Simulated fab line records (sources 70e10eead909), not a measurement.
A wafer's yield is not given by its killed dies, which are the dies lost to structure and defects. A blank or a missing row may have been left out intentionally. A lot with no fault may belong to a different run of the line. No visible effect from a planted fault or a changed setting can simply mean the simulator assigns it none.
Check of tool commonality | flow nand harc | Sample size 4 lots and 12 wafers

WHY THIS WAS OPENED
Flagged at NHARC_END_SORT_01: reading killed at periphery, on 2 of 4 lots. No-fault wafers: 3.2, standard deviation 2.2.
Rule: flag the lot when none of its wafers has a number, or when each of its wafers that has one lies beyond 4 standard deviations from that mean. As for the other lots, they are considered sound.

lot  | measured     | on        | killed at periphery, wafer by wafer | flag
L382 | day 21 17:31 | prober-02 | 371 397 401                         | FLAGGED
L381 | day 22 01:18 | prober-02 | 396 385 374                         | FLAGGED
L385 | day 22 09:04 | prober-01 | 6 1 4                               |
L384 | day 22 16:49 | prober-02 | 5 0 2                               |
On average the flagged lots read 387.3, which is +384.1 against the usual, or +99 or more standard deviations.

LOT BY LOT: THE TOOL USED
The record holds 3 process steps before the reading, out of a route of 1159 steps. In each cell: the tool, then ch and the chambers that the sampled wafers went through, then the start.
lot  | flag    | NHARC_P_M1_ECD_22             | NHARC_A_BONDPAD_PVD_27                  | NHARC_THIN_TSV_STRIP_62
L382 | FLAGGED | ecd cu-02 ch 1, day 8 07:55   | pvd sputter-02, day 20 22:22 or earlier | plasma asher-01 ch 0, day 21 03:39
L381 | FLAGGED | ecd cu-02 ch 1, day 8 09:06   | pvd sputter-02, day 21 02:39 or earlier | plasma asher-02 ch 0,1, day 21 08:22
L385 |         | ecd cu-01 ch 0,1, day 9 16:57 | pvd sputter-01, day 21 15:40 or earlier | plasma asher-01 ch 0,1, day 21 20:56
L384 |         | ecd cu-01 ch 0,1, day 9 16:11 | pvd sputter-02, day 21 15:41 or earlier | plasma asher-02 ch 0,1, day 21 23:25
What these steps do:
- NHARC_P_M1_ECD_22: material Cu, target thk 400 nm.
- NHARC_A_BONDPAD_PVD_27: deposits Cu, target thk 30 nm, time 20.49 s.
- NHARC_THIN_TSV_STRIP_62: strips in N2/H2, time 20 s.
- NHARC_END_SORT_01

FLAGGED AGAINST TOTAL, ONE TOOL AT A TIME (gauges that did the reading follow at the end)
step                    | tool            | lots run | flagged | share of the flagged lots | sound lots run after its first flagged lot
NHARC_P_M1_ECD_22       | ecd cu-01       | 2        | 0       | none                      | -
NHARC_P_M1_ECD_22       | ecd cu-02       | 2        | 2       | all                       | 0
NHARC_A_BONDPAD_PVD_27  | pvd sputter-01  | 1        | 0       | none                      | -
NHARC_A_BONDPAD_PVD_27  | pvd sputter-02  | 3        | 2       | all                       | 1 (L384)
NHARC_THIN_TSV_STRIP_62 | plasma asher-01 | 2        | 1       | some                      | 1 (L385)
NHARC_THIN_TSV_STRIP_62 | plasma asher-02 | 2        | 1       | some                      | 1 (L384)
NHARC_END_SORT_01       | prober-01       | 1        | 0       | none                      | -
NHARC_END_SORT_01       | prober-02       | 3        | 2       | all                       | 1 (L384)
With no start given for some of its lots, NHARC_A_BONDPAD_PVD_27 uses the hours and lot order of NHARC_HYBRID_BOND_OVL_MEAS_05.

WHAT THE TABLE ALLOWS
In the table, 3 rows ran each flagged lot (ecd cu-02 at NHARC_P_M1_ECD_22; pvd sputter-02 at NHARC_A_BONDPAD_PVD_27; prober-02 at NHARC_END_SORT_01).
- ecd cu-02 at NHARC_P_M1_ECD_22 ran 2 lots, 2 of them flagged. No sound lot ran on it before its first flagged lot in this sample; the start therefore can't be narrowed down.
- pvd sputter-02 at NHARC_A_BONDPAD_PVD_27 ran 3 lots, 2 of them flagged. Sound lots ran on it after the first flagged one (L384), which a lasting fault on the whole tool wouldn't allow.
- prober-02 at NHARC_END_SORT_01 ran 3 lots, 2 of them flagged. Sound lots ran on it after the first flagged one (L384), which a lasting fault on the whole tool wouldn't allow.
Left over: one tool, ecd cu-02 at NHARC_P_M1_ECD_22.

WHAT THE SIMULATOR HAD INSERTED
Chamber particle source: ecd cu-02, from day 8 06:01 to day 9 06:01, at NHARC_P_M1_ECD_22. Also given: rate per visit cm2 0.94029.
Lots struck among those shown: L382, L381. This agrees with what the rule above found.
